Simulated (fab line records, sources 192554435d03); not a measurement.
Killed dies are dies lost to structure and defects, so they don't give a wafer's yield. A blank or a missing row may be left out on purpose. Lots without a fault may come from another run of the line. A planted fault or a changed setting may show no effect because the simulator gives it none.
Chamber matching | flow n5_finfet | N5_BEOL_M0_SAQP_SPACER1_ETCHBACK_99 on rie_diel-03: 4 sister chambers
The step etches SiO2 in CHF3/O2, target depth 15.4 nm, time 7.7 s. 4 wafers are shown with their chamber, then 9 later ones without.

WAFERS WITH THEIR CHAMBER
wafer  | chamber | showerhead_plenum_p_Torr (Torr)
L079.4 | 1       | 2.27
L086.2 | 2       | 2.40
L086.3 | 0       | 2.41
L086.4 | 3       | 2.40

WAFERS WITHOUT THEIR CHAMBER
wafer  | showerhead_plenum_p_Torr (Torr)
L092.4 | 2.55
L092.5 | 2.39
L092.6 | 2.40
L093.1 | 2.39
L093.2 | 2.41
L093.4 | 2.40
L094.1 | 2.55
L094.2 | 2.39
L094.3 | 2.39

WHICH CHAMBER EACH WENT THROUGH
wafer  | from the rows above               | in truth
L092.4 | can't be placed: 0 or 2 or 3      | 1
L092.5 | can't be placed: 2 or 3 or 0 or 1 | 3
L092.6 | can't be placed: 2 or 3 or 0 or 1 | 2
L093.1 | can't be placed: 2 or 3 or 0 or 1 | 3
L093.2 | can't be placed: 0 or 2 or 3      | 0
L093.4 | can't be placed: 2 or 3 or 0 or 1 | 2
L094.1 | can't be placed: 0 or 2 or 3      | 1
L094.2 | can't be placed: 2 or 3 or 0 or 1 | 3
L094.3 | can't be placed: 2 or 3 or 0 or 1 | 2
Placed correctly: 0 of 9. Can't be placed from these rows: 9 (the true chamber is among the candidates in 7). Placed wrongly: 0.
How it was worked out, from the rows above alone: a wafer's distance from a chamber is the root of the sum, over the readings, of the square of ((its reading less the chamber's mean) divided by the reading's scatter). The wafer belongs to the nearest chamber; if the next one is less than 2 further off, it can't be placed. A chamber's mean is the mean of its shown wafers. The scatter: with one shown wafer a chamber, the root of the mean of the squares of how far each hidden wafer lies from its nearest shown one.
